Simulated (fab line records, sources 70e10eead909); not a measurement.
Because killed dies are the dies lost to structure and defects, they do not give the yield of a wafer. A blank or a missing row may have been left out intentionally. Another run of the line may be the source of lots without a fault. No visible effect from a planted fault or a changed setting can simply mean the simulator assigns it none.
A struck lot beside a sound one	flow nand-harc	15 steps out of a route of 1302
Sound: wafers L531.1, L531.3, L531.4. Wafers struck: L550.3, L550.5, L550.6. The cause is named last.
At each step with rows: each side's tool, then ch and its chambers, then its first start. Under that, the readings that differ: sound wafers	struck wafers	difference of the means	sigmas: that difference in standard deviations of wafers without a fault.
alike: readings with means less than 2 such deviations apart, plus words and numbers identical on both sides. not compared: withheld readings, readings lacking a value on some wafer, bounds such as >300 that could conceal the same value, and numbers that have no deviation in the record and whose values overlap.
Wherever a step has rows on one side only, a row that says differs or no value, or a row with sigmas, the two part there. Numbers that have no deviation but don't overlap get no sigmas and don't part them. A reading missing from all wafers of one side parts the sides only when that side holds two or more wafers.

first, 2 steps without rows for these wafers: NHARC_P_GATE_PEB_09 (peb time 85 s); NHARC_P_GATE_DEVELOP_10 (time 70 s).
NHARC_P_GATE_CD_MEAS_11: target cd 1640 nm.
  sound on cd-sem-01 ch 0, day 4 19:41; struck on cd-sem-02 ch 0, day 12 13:38
  alike: cd-nm
then, 1 step without rows for these wafers: NHARC_P_GATE_HARDBAKE_12 (time 80 s).
NHARC_P_GATE_DESCUM_13: chemistry O2, time 3 s.
  sound on rie-diel-11 ch 1,2,3, day 4 19:51; struck on rie-diel-07 ch 0,1, day 12 13:48
  alike: drypump-motor-current-A, oes-product-au, rf-vpp-V, showerhead-plenum-p-Torr, throttle-valve-pct
  not compared: rf-hours-counter-h
then, 6 steps without rows for these wafers: NHARC_P_GATE_ETCH_14 (etches SiO2 in dHF, target depth 48.8 nm); NHARC_P_GATE_STRIP_15 (strips in SPM, time 780 s); NHARC_P_GATE_PRECLEAN_71 (cleans in SC1); NHARC_P_GATE_SRD_72; NHARC_P_GATE_OXIDE_16 (material SiO2, target thk 3 nm, ox time 392 s); NHARC_P_GATE_CVD_17 (deposits poly-Si, target thk 150 nm, time 900 s).
NHARC_P_GATE_HM_DEP_102: deposits aC, target thk 120 nm.
  sound on acl-dep-01 ch 0, day 5 10:20; struck on acl-dep-01 ch 0, day 13 02:40
  alike: throttle-valve-pct
NHARC_P_GATE_DEP_103: deposits SiON, target thk 30 nm.
  sound on pecvd-02 ch 0,1,2, day 5 11:02; struck on pecvd-04 ch 0,1,2, day 13 03:35
  alike: heater-power-w
then, 2 steps without rows for these wafers: NHARC_P_GATE_DEHYDRATE_18 (time 120 s); NHARC_END_SORT_01.

## WHERE THEY PART
Nowhere in this record.

WHY: whatever the simulator had introduced
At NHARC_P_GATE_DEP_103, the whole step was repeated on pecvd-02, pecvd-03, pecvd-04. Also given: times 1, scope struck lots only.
